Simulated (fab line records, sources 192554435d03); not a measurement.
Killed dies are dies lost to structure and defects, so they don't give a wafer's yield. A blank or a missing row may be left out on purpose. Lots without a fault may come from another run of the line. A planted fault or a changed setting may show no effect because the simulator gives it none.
fab line records | flow n5_finfet
record lots=24 wafers=72 last_day=20
route steps=1938 shown BEOL_M14@1727
lots that met no fault: from a run of the same line without faults
start_h: hours from the record's first day to the start of the lot's first wafer shown | wait_h: hours since the lot's step before | " the same as in the row above | L1.1+2: a row that stands for several wafers | - no value, or no start given | * or withheld: withheld | < > ~ a bound
route shown NAME@n: a module of which the file shows steps, and the number in the route of the first | usual: mean/standard deviation of fault-free wafers | same: alike in all rows | chamber/n: place in a boat | sites: the reading at each site | _std_site: their standard deviation | _edge_site: outer sites' mean less inner sites' | radius_mm: how far each site lies from the wafer's centre | mask NAME#n: copy n | behind: the tool/chamber that last shaped the wafer | hold: why the lot was held/for how many hours/how that ended | device: the transistor (n, p or np) that didn't switch | end of line: the same wafers' tests at the end of the route | a step without rows: its recipe alone | killed: dies lost to structure and defects at the first sort, not the wafer's yield | map: a wafer's dies, x killed, . not, _ none there
set.NAME: the setting as run; set.NAME@STEP: as run at that earlier step | model.NAME: the simulator's own value behind a step, which no gauge read
steps of the route over a sample of lots; a table a step, a row a wafer
services: from which hour (start_h, from the record's first day; less than 0 if before it) a tool's chamber was out of use, for how many hours, and why
## steps
# step N5_BEOL_M14_OVL_MEAS_11
# recipe points_per_wafer=44
# usual V13_OVL=1/6.3
# columns lot.wafer tool chamber start_h wait_h V13_OVL[nm]
L075.1 overlay-01 0 290.71 0.0 -5
L075.5 " 0 " " -3
L075.6 " 0 " " -9
L074.1 overlay-02 0 291.76 0.0 5
L074.2 " 0 " " 3
L074.5 " 0 " " 3
L076.2 overlay-02 0 296.41 0.0 0
L076.3 " 0 " " 2
L076.5 " 0 " " 5
L077.1 overlay-02 0 311.74 0.0 -8
L077.4 " 0 " " -2
L077.5 " 0 " " -10
L078.1 overlay-02 0 320.68 0.0 -16
L078.5 " 0 " " -6
L078.6 " 0 " " -1
L080.1 overlay-01 0 322.21 0.0 0
L080.5 " 0 " " -1
L080.6 " 0 " " -5
L079.1 overlay-02 0 324.47 0.0 8
L079.4 " 0 " " 3
L079.5 " 0 " " 4
L081.4 overlay-02 0 325.28 0.0 7
L081.5 " 0 " " 1
L081.6 " 0 " " -6
L083.4 overlay-02 0 332.06 0.0 7
L083.5 " 0 " " 10
L083.6 " 0 " " -1
L082.2 overlay-01 0 348.52 0.0 -1
L082.4 " 0 " " -9
L082.5 " 0 " " -3
L086.2 overlay-01 0 354.31 0.0 5
L086.4 " 0 " " 5
L086.6 " 0 " " 10
L084.1 overlay-01 0 358.46 0.0 4
L084.2 " 0 " " 4
L084.4 " 0 " " 9
L089.1 overlay-01 0 359.64 0.0 -6
L089.3 " 0 " " -3
L089.4 " 0 " " -3
L087.3 overlay-02 0 366.47 0.0 -5
L087.4 " 0 " " 1
L087.6 " 0 " " 1
L088.4 overlay-01 0 374.18 0.0 2
L088.5 " 0 " " 6
L088.6 " 0 " " 5
L085.2 overlay-02 0 376.87 0.0 -1
L085.3 " 0 " " 4
L085.5 " 0 " " 9
L093.1 overlay-01 0 383.77 0.0 7
L093.4 " 0 " " 6
L093.5 " 0 " " 0
L091.2 overlay-01 0 385.61 0.0 13
L091.4 " 0 " " 18
L091.5 " 0 " " 9
L096.2 overlay-01 0 392.85 0.0 2
L096.4 " 0 " " 2
L096.6 " 0 " " -3
L092.2 overlay-01 0 405.48 0.0 7
L092.4 " 0 " " -2
L092.6 " 0 " " -1
L094.1 overlay-01 0 408.61 0.0 -2
L094.2 " 0 " " -6
L094.4 " 0 " " -9
L095.3 overlay-01 0 422.72 0.0 -6
L095.4 " 0 " " -3
L095.6 " 0 " " -8
L090.2 overlay-01 0 423.26 0.0 8
L090.4 " 0 " " 0
L090.6 " 0 " " 9
L097.1 overlay-02 0 445.01 0.0 4
L097.2 " 0 " " 2
L097.6 " 0 " " 7
# step N5_BEOL_M14_DESCUM_15
# recipe chemistry=O2 time_s=7.9 source_power_w=50 bias_power_w=20 pressure_mtorr=20 rf_frequency_hz=2.712e+07 temp_c=40 o2_flow_sccm=225
# usual drypump_motor_current_A=5.9/0.52 oes_product_au=0.82/0.089 rf_vpp_V=242.8/1.3 showerhead_plenum_p_Torr=2.07/0.075 throttle_valve_pct=20.45/0.25
# columns lot.wafer tool chamber start_h wait_h drypump_motor_current_A oes_product_au rf_hours_counter_h rf_vpp_V showerhead_plenum_p_Torr throttle_valve_pct
L075.1 rie_diel-05 0 290.77 0.0 6.5 0.88 41 242.2 2.05 20.01
L075.5 " 0 " " 6.5 0.88 - 241.6 2.05 20.00
L075.6 " 3 " " 5.4 0.68 - 242.1 2.06 20.92
L074.1 rie_diel-05 2 291.85 0.1 6.3 0.71 215 240.9 2.08 20.63
L074.2 " 1 " " 6.5 0.69 246 241.5 1.98 20.75
L074.5 " 1 " " 6.5 0.70 - 241.4 1.98 20.74
L076.2 rie_diel-05 3 296.47 0.0 5.4 0.68 243 242.6 2.06 20.94
L076.3 " 1 " " 6.5 0.69 248 242.3 1.98 20.73
L076.5 " 1 " " 6.4 0.69 - 240.4 1.98 20.74
L077.1 rie_diel-05 0 311.80 0.0 6.4 0.86 50 244.0 2.05 20.02
L077.4 " 2 " " 6.3 0.70 - 242.4 2.07 20.67
L077.5 " 0 " " 6.5 0.86 - 242.6 2.05 20.01
L078.1 rie_diel-06 1 320.74 0.0 5.8 0.73 190 241.2 1.99 20.63
L078.5 " 0 " " 5.7 0.87 - 242.1 2.04 20.40
L078.6 " 1 " " 5.8 0.73 - 242.3 1.99 20.64
L080.1 rie_diel-06 3 323.46 1.2 4.9 0.90 41 241.5 2.04 20.65
L080.5 " 3 " " 4.9 0.90 - 242.8 2.04 20.66
L080.6 " 2 " " 5.5 0.75 - 243.6 2.09 20.32
L079.1 rie_diel-05 0 324.76 0.3 6.4 0.85 58 242.2 2.05 20.02
L079.4 " 1 " " 6.5 0.96 - 245.4 2.25 20.37
L079.5 " 2 " " 6.3 0.68 - 242.8 2.07 20.66
L081.4 rie_diel-05 0 325.56 0.2 6.4 0.85 - 241.6 2.05 20.02
L081.5 " 1 " " 6.5 0.96 - 245.5 2.25 20.36
L081.6 " 2 " " 6.3 0.69 - 242.0 2.07 20.66
L083.4 rie_diel-06 0 332.16 0.1 5.7 0.86 54 242.4 2.04 20.41
L083.5 " 1 " " 5.8 0.72 - 240.0 1.99 20.65
L083.6 " 0 " " 5.7 0.86 - 241.8 2.04 20.43
L082.2 rie_diel-06 3 348.58 0.0 4.9 0.90 50 242.6 2.04 20.68
L082.4 " 2 " " 5.5 0.75 164 242.2 2.08 20.33
L082.5 " 0 " " 5.7 0.86 - 242.3 2.04 20.43
L086.2 rie_diel-05 1 354.37 0.0 6.5 0.91 15 245.3 2.24 20.40
L086.4 " 3 " " 5.4 0.97 2 241.9 2.05 20.57
L086.6 " 1 " " 6.5 0.92 - 245.2 2.24 20.39
L084.1 rie_diel-06 2 358.54 0.1 5.5 0.74 168 243.4 2.08 20.34
L084.2 " 1 " " 5.8 0.71 205 243.9 1.98 20.67
L084.4 " 0 " " 5.7 0.84 63 243.3 2.03 20.41
L089.1 rie_diel-06 1 359.74 0.1 5.8 0.71 205 241.4 1.98 20.67
L089.3 " 2 " " 5.5 0.74 168 242.0 2.08 20.34
L089.4 " 3 " " 4.9 0.89 54 242.0 2.04 20.67
L087.3 rie_diel-05 1 366.58 0.1 6.5 0.90 20 246.3 2.24 20.39
L087.4 " 2 " " 6.3 0.67 248 243.1 2.06 20.68
L087.6 " 0 " " 6.5 0.83 - 242.8 2.04 20.03
L088.4 rie_diel-05 3 374.26 0.0 5.4 0.94 - 243.2 2.05 20.59
L088.5 " 0 " " 6.4 0.82 - 240.4 2.04 20.04
L088.6 " 1 " " 6.4 0.90 - 245.2 2.24 20.41
L085.2 rie_diel-03 2 376.93 0.0 5.8 0.80 108 245.0 2.19 20.39
L085.3 " 1 " " 5.4 0.85 61 241.4 2.04 20.67
L085.5 " 3 " " 5.2 0.90 - 241.8 2.05 20.14
L093.1 rie_diel-06 3 384.08 0.3 4.9 0.87 61 242.0 2.04 20.68
L093.4 " 0 " " 5.7 0.84 72 241.9 2.03 20.45
L093.5 " 3 " " 4.9 0.88 - 241.8 2.04 20.69
L091.2 rie_diel-06 3 385.66 0.0 4.9 0.88 61 242.7 2.04 20.68
L091.4 " 0 " " 5.7 0.83 72 242.8 2.03 20.45
L091.5 " 0 " " 5.7 0.84 - 243.3 2.03 20.42
L096.2 rie_diel-05 0 392.92 0.0 6.5 0.82 87 242.0 2.04 20.06
L096.4 " 1 " " 6.5 0.89 - 244.5 2.24 20.42
L096.6 " 2 " " 6.2 1.00 - 242.9 2.06 20.31
L092.2 rie_diel-05 2 405.87 0.4 6.3 0.96 6 242.4 2.06 20.31
L092.4 " 3 " " 5.4 0.91 22 243.1 2.05 20.58
L092.6 " 3 " " 5.4 0.90 - 242.9 2.05 20.58
L094.1 rie_diel-05 0 408.67 0.0 6.4 0.82 93 241.7 2.03 20.07
L094.2 " 1 " " 6.5 0.87 38 245.6 2.23 20.44
L094.4 " 2 " " 6.3 0.97 7 242.1 2.06 20.31
L095.3 rie_diel-05 3 422.78 0.0 5.4 0.89 29 242.8 2.04 20.61
L095.4 " 1 " " 6.5 0.86 - 244.3 2.23 20.44
L095.6 " 3 " " 5.4 0.89 - 241.5 2.04 20.61
L090.2 rie_diel-05 0 423.32 0.0 6.4 0.80 99 243.6 2.03 20.09
L090.4 " 3 " " 5.4 0.88 - 242.5 2.04 20.60
L090.6 " 0 " " 6.4 0.80 - 241.2 2.03 20.10
L097.1 rie_diel-03 0 445.28 0.2 5.7 0.95 11 243.3 2.23 20.44
L097.2 " 3 " " 5.3 0.86 57 242.9 2.04 20.18
L097.6 " 3 " " 5.3 0.85 - 242.2 2.04 20.17
# step N5_BEOL_M14_ETCH_67
# recipe chemistry=CF4 target=SiARC target_depth_a=1430 time_s=238.3 ion_energy_ev=80 pressure_mtorr=40 source_w=545 bias_w=36 Ar_flow_sccm=100 cf4_flow_sccm=100 ends=cleared
# usual drypump_motor_current_A=5.7/0.47 etch_rf_on_time_s=237/4.3 oes_product_au=0.70/0.075 rf_vpp_V=183.7/1.2 showerhead_plenum_p_Torr=2.11/0.066 throttle_valve_pct=15.64/0.26
# columns lot.wafer tool chamber start_h wait_h drypump_motor_current_A etch_rf_on_time_s oes_product_au rf_hours_counter_h rf_vpp_V showerhead_plenum_p_Torr throttle_valve_pct
L075.1 rie_diel-03 1 291.69 0.0 5.5 235 0.77 31 183.3 2.09 15.64
L075.5 " 2 " " 5.8 237 0.71 - 185.7 2.25 15.55
L075.6 " 3 " " 5.3 241 0.84 - 184.3 2.11 15.22
L074.1 rie_diel-05 1 292.86 0.0 6.5 237 0.60 247 182.3 2.03 15.93
L074.2 " 3 " " 5.4 237 0.59 241 185.2 2.11 16.13
L074.5 " 3 " " 5.4 238 0.59 - 182.7 2.11 16.13
L076.2 rie_diel-05 1 297.52 0.0 6.5 242 0.59 248 182.4 2.03 15.93
L076.3 " 3 " " 5.4 244 0.58 243 184.5 2.11 16.13
L076.5 " 3 " " 5.4 243 0.58 - 182.5 2.11 16.14
L077.1 rie_diel-06 0 312.81 0.0 5.7 236 0.74 44 184.9 2.10 15.55
L077.4 " 3 " " 4.9 232 0.79 - 182.3 2.10 15.74
L077.5 " 2 " " 5.5 240 0.65 - 184.9 2.14 15.53
L078.1 rie_diel-05 3 321.85 0.0 5.4 238 0.57 255 185.3 2.11 16.14
L078.5 " 0 " " 6.4 233 0.72 - 184.7 2.09 15.16
L078.6 " 2 " " 6.2 240 0.60 - 185.3 2.11 15.84
L080.1 rie_diel-06 1 324.54 0.0 5.8 238 0.62 192 183.2 2.04 15.86
L080.5 " 1 " " 5.8 240 0.61 - 183.7 2.04 15.89
L080.6 " 2 " " 5.5 240 0.65 - 184.1 2.14 15.55
L079.1 rie_diel-03 2 325.81 0.0 5.8 236 0.71 89 185.2 2.25 15.57
L079.4 " 3 " " 5.3 237 0.80 12 181.6 2.10 15.25
L079.5 " 1 " " 5.4 235 0.76 - 183.8 2.09 15.68
L081.4 rie_diel-03 1 326.42 0.0 5.5 234 0.76 43 184.3 2.09 15.67
L081.5 " 2 " " 5.8 236 0.71 - 185.8 2.25 15.59
L081.6 " 1 " " 5.4 233 0.76 - 183.3 2.09 15.67
L083.4 rie_diel-06 3 333.05 0.0 4.9 232 0.77 45 182.5 2.09 15.74
L083.5 " 3 " " 4.9 231 0.78 - 182.6 2.09 15.76
L083.6 " 0 " " 5.7 233 0.73 - 183.4 2.09 15.55
L082.2 rie_diel-06 0 349.55 0.0 5.7 234 0.73 60 184.2 2.09 15.57
L082.4 " 3 " " 4.9 232 0.76 51 184.0 2.09 15.76
L082.5 " 1 " " 5.8 237 0.61 - 184.3 2.04 15.90
L086.2 rie_diel-05 0 355.25 0.0 6.5 233 0.72 72 183.3 2.08 15.18
L086.4 " 1 " " 6.5 239 0.78 15 186.3 2.28 15.46
L086.6 " 2 " " 6.3 239 0.59 - 184.7 2.11 15.89
L084.1 rie_diel-05 2 359.42 0.0 6.2 242 0.59 245 183.7 2.11 15.89
L084.2 " 3 " " 5.4 236 0.82 4 183.8 2.10 15.64
L084.4 " 1 " " 6.5 242 0.77 17 186.2 2.28 15.46
L089.1 rie_diel-03 2 361.08 0.0 5.8 237 0.70 103 185.2 2.25 15.61
L089.3 " 1 " " 5.5 236 0.74 56 182.0 2.08 15.69
L089.4 " 3 " " 5.3 240 0.78 25 182.2 2.10 15.27
L087.3 rie_diel-03 0 367.47 0.0 5.7 244 0.58 243 182.5 2.03 16.00
L087.4 " 2 " " 5.8 234 0.70 105 184.4 2.25 15.60
L087.6 " 3 " " 5.3 238 0.78 - 183.5 2.10 15.28
L088.4 rie_diel-06 0 375.12 0.0 5.7 228 0.73 68 183.2 2.09 15.58
L088.5 " 0 " " 5.7 229 0.73 - 184.8 2.09 15.58
L088.6 " 1 " " 5.8 236 0.61 - 181.1 2.04 15.92
L085.2 rie_diel-03 0 377.81 0.0 5.7 246 0.58 247 182.9 2.03 16.02
L085.3 " 1 " " 5.4 238 0.73 61 183.5 2.08 15.70
L085.5 " 2 " " 5.8 237 0.68 - 184.7 2.24 15.61
L093.1 rie_diel-05 3 385.11 0.0 5.4 232 0.79 14 183.6 2.10 15.68
L093.4 " 3 " " 5.4 232 0.79 - 183.5 2.10 15.67
L093.5 " 1 " " 6.5 238 0.77 - 186.6 2.27 15.49
L091.2 rie_diel-06 2 386.68 0.0 5.6 239 0.63 176 184.3 2.13 15.58
L091.4 " 0 " " 5.7 236 0.71 73 183.2 2.09 15.61
L091.5 " 3 " " 4.9 233 0.75 - 184.1 2.09 15.80
L096.2 rie_diel-06 1 393.93 0.0 5.8 237 0.61 216 182.7 2.04 15.93
L096.4 " 0 " " 5.7 232 0.71 75 183.8 2.08 15.61
L096.6 " 3 " " 4.9 231 0.75 - 183.4 2.09 15.80
L092.2 rie_diel-05 3 406.78 0.0 5.5 229 0.77 22 183.6 2.10 15.70
L092.4 " 2 " " 6.3 227 0.83 7 183.9 2.10 15.41
L092.6 " 2 " " 6.3 226 0.85 - 183.1 2.10 15.41
L094.1 rie_diel-06 0 409.75 0.0 5.7 235 0.70 80 184.1 2.08 15.63
L094.2 " 1 " " 5.8 243 0.59 221 181.5 2.04 15.94
L094.4 " 2 " " 5.5 242 0.63 184 182.8 2.13 15.61
L095.3 rie_diel-06 1 423.67 0.0 5.8 243 0.59 225 184.2 2.03 15.95
L095.4 " 3 " " 4.9 235 0.72 74 183.1 2.08 15.83
L095.6 " 1 " " 5.8 241 0.59 - 182.9 2.03 15.94
L090.2 rie_diel-05 3 424.63 0.0 5.4 233 0.77 30 183.6 2.10 15.70
L090.4 " 0 " " 6.4 235 0.68 - 182.9 2.07 15.22
L090.6 " 3 " " 5.4 233 0.76 - 184.5 2.10 15.70
L097.1 rie_diel-05 1 446.29 0.0 6.5 240 0.72 52 184.9 2.26 15.53
L097.2 " 2 " " 6.2 230 0.79 20 182.8 2.10 15.41
L097.6 " 1 " " 6.5 244 0.72 - 184.8 2.27 15.54
# step N5_BEOL_M14_TRENCH_ETCH_34
# recipe chemistry=C4F8/O2/Ar target=SiO2 target_depth_a=5566.5 mask_material=SOC he_inner_torr=15 he_outer_torr=30 time_s=126.9 ion_energy_ev=800 pressure_mtorr=20 source_w=1905 bias_w=2040 Ar_flow_sccm=400 C4F8_flow_sccm=16 O2_flow_sccm=12
# usual drypump_motor_current_A=5.7/0.47 oes_product_au=0.82/0.089 rf_vpp_V=2209/17 showerhead_plenum_p_Torr=3.39/0.1 throttle_valve_pct=30.96/0.27
# columns lot.wafer tool chamber start_h wait_h drypump_motor_current_A oes_product_au rf_hours_counter_h rf_vpp_V showerhead_plenum_p_Torr throttle_valve_pct
L075.1 rie_diel-03 1 292.11 0.0 5.5 0.90 31 2209 3.36 31.07
L075.5 " 2 " " 5.8 0.85 - 2223 3.61 30.88
L075.6 " 3 " " 5.3 0.98 - 2218 3.37 30.54
L074.1 rie_diel-05 1 293.28 0.0 6.5 0.69 247 2181 3.26 31.08
L074.2 " 3 " " 5.4 0.68 242 2185 3.39 31.41
L074.5 " 3 " " 5.4 0.67 - 2186 3.39 31.41
L076.2 rie_diel-05 1 297.94 0.0 6.5 0.70 249 2180 3.26 31.09
L076.3 " 3 " " 5.4 0.68 243 2186 3.39 31.42
L076.5 " 3 " " 5.4 0.68 - 2186 3.39 31.43
L077.1 rie_diel-06 0 313.23 0.0 5.7 0.87 45 2230 3.37 31.00
L077.4 " 3 " " 4.9 0.91 - 2238 3.37 31.29
L077.5 " 2 " " 5.5 0.76 - 2207 3.43 30.72
L078.1 rie_diel-05 3 322.27 0.0 5.4 0.67 255 2184 3.38 31.43
L078.5 " 0 " " 6.5 0.87 - 2207 3.36 30.44
L078.6 " 2 " " 6.3 0.70 - 2208 3.39 31.00
L080.1 rie_diel-06 1 324.96 0.0 5.8 0.72 193 2200 3.29 31.17
L080.5 " 1 " " 5.8 0.72 - 2197 3.29 31.18
L080.6 " 2 " " 5.5 0.75 - 2207 3.43 30.75
L079.1 rie_diel-03 2 326.23 0.0 5.8 0.83 89 2222 3.61 30.88
L079.4 " 3 " " 5.3 0.94 12 2217 3.36 30.56
L079.5 " 1 " " 5.5 0.89 - 2207 3.35 31.07
L081.4 rie_diel-03 1 326.85 0.0 5.5 0.89 43 2207 3.35 31.09
L081.5 " 2 " " 5.8 0.82 - 2223 3.61 30.88
L081.6 " 1 " " 5.5 0.89 - 2208 3.35 31.09
L083.4 rie_diel-06 3 333.47 0.0 4.9 0.89 45 2236 3.37 31.29
L083.5 " 3 " " 4.9 0.89 - 2237 3.37 31.30
L083.6 " 0 " " 5.7 0.85 - 2231 3.36 31.02
L082.2 rie_diel-06 0 349.97 0.0 5.7 0.84 60 2230 3.36 31.01
L082.4 " 3 " " 4.9 0.89 51 2237 3.37 31.31
L082.5 " 1 " " 5.8 0.71 - 2199 3.29 31.17
L086.2 rie_diel-05 0 355.67 0.0 6.4 0.84 72 2207 3.35 30.47
L086.4 " 1 " " 6.5 0.92 16 2215 3.65 30.84
L086.6 " 2 " " 6.3 0.69 - 2209 3.38 31.01
L084.1 rie_diel-05 2 359.84 0.0 6.3 0.69 246 2209 3.38 31.01
L084.2 " 3 " " 5.4 0.96 4 2184 3.38 31.20
L084.4 " 1 " " 6.5 0.91 18 2217 3.65 30.87
L089.1 rie_diel-03 2 361.50 0.0 5.8 0.81 103 2221 3.60 30.90
L089.3 " 1 " " 5.4 0.86 56 2208 3.35 31.11
L089.4 " 3 " " 5.3 0.90 25 2215 3.36 30.57
L087.3 rie_diel-03 0 367.89 0.0 5.7 0.68 243 2173 3.25 31.13
L087.4 " 2 " " 5.8 0.82 105 2222 3.60 30.91
L087.6 " 3 " " 5.3 0.90 - 2217 3.36 30.55
L088.4 rie_diel-06 0 375.55 0.0 5.7 0.84 69 2229 3.36 31.01
L088.5 " 0 " " 5.7 0.84 - 2229 3.36 31.02
L088.6 " 1 " " 5.9 0.71 - 2197 3.28 31.17
L085.2 rie_diel-03 0 378.23 0.0 5.7 0.67 247 2175 3.25 31.13
L085.3 " 1 " " 5.5 0.85 61 2208 3.34 31.11
L085.5 " 2 " " 5.8 0.81 - 2222 3.60 30.90
L093.1 rie_diel-05 3 385.53 0.0 5.4 0.93 15 2184 3.37 31.21
L093.4 " 3 " " 5.4 0.91 - 2183 3.37 31.21
L093.5 " 1 " " 6.5 0.89 - 2216 3.64 30.85
L091.2 rie_diel-06 2 387.10 0.0 5.5 0.74 176 2206 3.42 30.76
L091.4 " 0 " " 5.7 0.83 73 2229 3.35 31.02
L091.5 " 3 " " 4.9 0.88 - 2236 3.36 31.33
L096.2 rie_diel-06 1 394.35 0.0 5.8 0.70 217 2198 3.28 31.19
L096.4 " 0 " " 5.7 0.84 75 2230 3.35 31.03
L096.6 " 3 " " 4.9 0.88 - 2236 3.36 31.31
L092.2 rie_diel-05 3 407.20 0.0 5.4 0.90 23 2183 3.37 31.22
L092.4 " 2 " " 6.3 0.97 7 2207 3.38 30.81
L092.6 " 2 " " 6.3 0.97 - 2208 3.38 30.78
L094.1 rie_diel-06 0 410.17 0.0 5.7 0.82 80 2229 3.35 31.02
L094.2 " 1 " " 5.8 0.70 221 2196 3.28 31.18
L094.4 " 2 " " 5.5 0.72 184 2206 3.41 30.76
L095.3 rie_diel-06 1 424.09 0.0 5.8 0.69 225 2197 3.27 31.19
L095.4 " 3 " " 4.9 0.86 74 2237 3.35 31.31
L095.6 " 1 " " 5.8 0.70 - 2197 3.27 31.20
L090.2 rie_diel-05 3 425.05 0.0 5.4 0.89 30 2185 3.37 31.24
L090.4 " 0 " " 6.4 0.81 - 2205 3.33 30.50
L090.6 " 3 " " 5.4 0.89 - 2184 3.36 31.24
L097.1 rie_diel-05 1 446.71 0.0 6.5 0.85 53 2215 3.63 30.88
L097.2 " 2 " " 6.3 0.93 20 2208 3.37 30.81
L097.6 " 1 " " 6.5 0.84 - 2214 3.63 30.88
# step N5_BEOL_M14_PRE_CLEAN_42
# recipe gas=H2/He time_s=30 temp_c=300
# usual heater_power_w=461/63
# columns lot.wafer tool chamber start_h wait_h heater_power_w
L075.1 pvd_sputter-03 - 294.14 0.0 452
L075.5 " - " " 503
L075.6 " - " " 462
L074.1 pvd_sputter-02 - 297.37 0.0 463
L074.2 " - " " 386
L074.5 " - " " 474
L076.2 pvd_sputter-03 - 299.46 0.0 352
L076.3 " - " " 528
L076.5 " - " " 505
L077.1 pvd_sputter-03 - 315.83 0.0 343
L077.4 " - " " 484
L077.5 " - " " 524
L078.1 pvd_sputter-02 - 323.73 0.0 473
L078.5 " - " " 485
L078.6 " - " " 380
L080.1 pvd_sputter-03 - 326.35 0.0 461
L080.5 " - " " 491
L080.6 " - " " 526
L079.1 pvd_sputter-03 - 329.17 0.0 508
L079.4 " - " " 534
L079.5 " - " " 514
L081.4 pvd_sputter-02 - 329.31 0.0 461
L081.5 " - " " 481
L081.6 " - " " 371
L083.4 pvd_sputter-01 - 336.39 0.0 499
L083.5 " - " " 461
L083.6 " - " " 487
L082.2 pvd_sputter-02 - 352.07 0.0 456
L082.4 " - " " 409
L082.5 " - " " 412
L086.2 pvd_sputter-03 - 357.19 0.0 508
L086.4 " - " " 444
L086.6 " - " " 535
L084.1 pvd_sputter-02 - 360.55 0.0 462
L084.2 " - " " 482
L084.4 " - " " 414
L089.1 pvd_sputter-01 - 363.61 0.0 436
L089.3 " - " " 492
L089.4 " - " " 586
L087.3 pvd_sputter-01 - 371.19 0.0 589
L087.4 " - " " 428
L087.6 " - " " 597
L088.4 pvd_sputter-03 - 377.63 0.0 451
L088.5 " - " " 347
L088.6 " - " " 462
L085.2 pvd_sputter-02 - 383.76 0.0 410
L085.3 " - " " 465
L085.5 " - " " 412
L093.1 pvd_sputter-03 - 388.10 0.0 511
L093.4 " - " " 515
L093.5 " - " " 447
L091.2 pvd_sputter-01 - 388.12 0.0 508
L091.4 " - " " 587
L091.5 " - " " 455
L096.2 pvd_sputter-01 - 396.56 0.0 502
L096.4 " - " " 602
L096.6 " - " " 443
L092.2 pvd_sputter-03 - 411.66 0.0 527
L092.4 " - " " 456
L092.6 " - " " 337
L094.1 pvd_sputter-01 - 414.81 0.0 601
L094.2 " - " " 501
L094.4 " - " " 450
L095.3 pvd_sputter-02 - 427.44 0.0 376
L095.4 " - " " 482
L095.6 " - " " 419
L090.2 pvd_sputter-03 - 427.80 0.0 344
L090.4 " - " " 443
L090.6 " - " " 503
L097.1 pvd_sputter-02 - 452.77 0.0 415
L097.2 " - " " 474
L097.6 " - " " 478
# step N5_BEOL_M14_SPUTTER_45
# recipe material=Cu target_thk_a=1000 temp_c=-20 bias_v=60 power_w=26000 chamber_pressure_pa=0.13 time_s=16.67
# usual cathode_dc_power_W=26000/4.9 throttle_valve_pct=29.6/1.6
# columns lot.wafer tool chamber start_h wait_h cathode_dc_power_W throttle_valve_pct
L075.1 pvd_sputter-03 - 294.34 0.0 25997 32.1
L075.5 " - " " 26003 27.2
L075.6 " - " " 25996 32.4
L074.1 pvd_sputter-02 - 297.57 0.0 26001 31.1
L074.2 " - " " 25997 31.0
L074.5 " - " " 25999 31.1
L076.2 pvd_sputter-03 - 299.66 0.0 25995 28.6
L076.3 " - " " 25997 29.7
L076.5 " - " " 26004 27.3
L077.1 pvd_sputter-03 - 316.03 0.0 26001 28.4
L077.4 " - " " 26004 27.4
L077.5 " - " " 25998 29.3
L078.1 pvd_sputter-02 - 323.93 0.0 25998 31.2
L078.5 " - " " 25994 31.1
L078.6 " - " " 26007 31.1
L080.1 pvd_sputter-03 - 326.55 0.0 25999 32.3
L080.5 " - " " 25997 27.2
L080.6 " - " " 25996 29.4
L079.1 pvd_sputter-03 - 329.37 0.0 26009 29.7
L079.4 " - " " 25994 29.6
L079.5 " - " " 25993 27.4
L081.4 pvd_sputter-02 - 329.51 0.0 25994 27.1
L081.5 " - " " 25997 31.2
L081.6 " - " " 25996 31.0
L083.4 pvd_sputter-01 - 336.59 0.0 26009 28.7
L083.5 " - " " 26001 30.9
L083.6 " - " " 25995 28.5
L082.2 pvd_sputter-02 - 352.27 0.0 26007 27.1
L082.4 " - " " 26004 29.3
L082.5 " - " " 26005 29.3
L086.2 pvd_sputter-03 - 357.39 0.0 25994 27.3
L086.4 " - " " 25993 32.2
L086.6 " - " " 26001 29.5
L084.1 pvd_sputter-02 - 360.75 0.0 25994 27.4
L084.2 " - " " 25994 31.3
L084.4 " - " " 25994 29.3
L089.1 pvd_sputter-01 - 363.81 0.0 26002 29.9
L089.3 " - " " 25999 28.8
L089.4 " - " " 26004 28.7
L087.3 pvd_sputter-01 - 371.39 0.0 25994 28.8
L087.4 " - " " 25996 29.8
L087.6 " - " " 26002 28.8
L088.4 pvd_sputter-03 - 377.83 0.0 26004 32.4
L088.5 " - " " 26008 28.2
L088.6 " - " " 26000 32.3
L085.2 pvd_sputter-02 - 383.96 0.0 26001 29.4
L085.3 " - " " 25995 27.2
L085.5 " - " " 26001 29.4
L093.1 pvd_sputter-03 - 388.30 0.0 25998 27.4
L093.4 " - " " 25999 29.7
L093.5 " - " " 26000 32.6
L091.2 pvd_sputter-01 - 388.32 0.0 25993 28.8
L091.4 " - " " 25997 28.9
L091.5 " - " " 26001 30.9
L096.2 pvd_sputter-01 - 396.76 0.0 26008 28.5
L096.4 " - " " 26002 29.1
L096.6 " - " " 25998 29.6
L092.2 pvd_sputter-03 - 411.87 0.0 26001 29.8
L092.4 " - " " 26009 32.3
L092.6 " - " " 25993 28.5
L094.1 pvd_sputter-01 - 415.01 0.0 26003 29.1
L094.2 " - " " 26006 28.6
L094.4 " - " " 26000 30.8
L095.3 pvd_sputter-02 - 427.64 0.0 26000 31.2
L095.4 " - " " 25997 31.2
L095.6 " - " " 25993 29.3
L090.2 pvd_sputter-03 - 428.00 0.0 26003 28.2
L090.4 " - " " 26005 32.5
L090.6 " - " " 26001 27.1
L097.1 pvd_sputter-02 - 452.97 0.0 25992 29.5
L097.2 " - " " 26005 31.2
L097.6 " - " " 26003 31.3
## services
# columns tool chamber start_h hours kind
rie_diel-05 1 267.39 5.0 repair
rie_diel-03 3 270.33 - clean
rie_diel-03 3 270.33 - consumable_replace:focus_ring
rie_diel-03 3 270.33 20.3 scheduled_down
rie_diel-03 3 270.33 20.3 vent_cycle
rie_diel-05 1 299.46 2.0 repair
rie_diel-06 1 299.65 16.4 repair
rie_diel-05 1 303.94 - clean
rie_diel-05 1 303.94 - consumable_replace:focus_ring
rie_diel-05 1 303.94 - consumable_replace:showerhead
rie_diel-05 1 303.94 18.2 scheduled_down
rie_diel-05 1 303.94 18.2 vent_cycle
rie_diel-03 - 322.24 2.8 pm
rie_diel-05 3 322.39 - clean
rie_diel-05 3 322.39 - consumable_replace:focus_ring
pvd_sputter-03 - 358.43 1.8 repair
rie_diel-05 2 372.24 - clean
rie_diel-05 2 372.24 - consumable_replace:focus_ring
rie_diel-05 2 372.24 19.2 scheduled_down
rie_diel-05 2 372.24 19.2 vent_cycle
rie_diel-03 0 387.84 - clean
rie_diel-05 3 390.05 2.9 repair
pvd_sputter-03 - 400.31 4.1 repair
rie_diel-05 2 421.86 4.9 repair
## key
fault none
